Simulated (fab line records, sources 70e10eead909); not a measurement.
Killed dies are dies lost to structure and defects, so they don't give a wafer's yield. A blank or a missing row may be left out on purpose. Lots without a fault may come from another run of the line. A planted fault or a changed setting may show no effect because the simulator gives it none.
Chamber matching | flow nand_harc | NHARC_P_GATE_DESCUM_31 on rie_diel-13: 4 sister chambers
The step chemistry O2, time 3 s. 8 wafers are shown with their chamber, then 7 later ones without.

WAFERS WITH THEIR CHAMBER
wafer  | chamber | showerhead_plenum_p_Torr (Torr) | drypump_motor_current_A (A)
L214.3 | 0       | 1.78                            | 5.6
L222.1 | 2       | 1.90                            | 5.8
L222.3 | 3       | 1.94                            | 5.9
L221.1 | 2       | 1.91                            | 5.8
L221.3 | 1       | 2.01                            | 5.5
L221.5 | 1       | 2.01                            | 5.5
L220.2 | 3       | 1.94                            | 5.9
L220.5 | 0       | 1.78                            | 5.7

WAFERS WITHOUT THEIR CHAMBER
wafer  | showerhead_plenum_p_Torr (Torr) | drypump_motor_current_A (A)
L220.6 | 1.94                            | 5.9
L227.1 | 1.90                            | 5.8
L227.3 | 1.90                            | 5.9
L227.4 | 2.01                            | 5.6
L229.1 | 1.90                            | 5.8
L229.3 | 1.90                            | 5.8
L229.6 | 1.90                            | 5.8

WHICH CHAMBER EACH WENT THROUGH
wafer  | from the rows above | in truth
L220.6 | 3                   | 3
L227.1 | 2                   | 2
L227.3 | 2                   | 2
L227.4 | 1                   | 1
L229.1 | 2                   | 2
L229.3 | 2                   | 2
L229.6 | 2                   | 2
Placed correctly: 7 of 7. Can't be placed from these rows: 0. Placed wrongly: 0.
How it was worked out, from the rows above alone: a wafer's distance from a chamber is the root of the sum, over the readings, of the square of ((its reading less the chamber's mean) divided by the reading's scatter). The wafer belongs to the nearest chamber; if the next one is less than 2 further off, it can't be placed. A chamber's mean is the mean of its shown wafers. The scatter: the root of (the sum of the squares of (reading less its chamber's mean) over the shown wafers, divided by (wafers less chambers)).
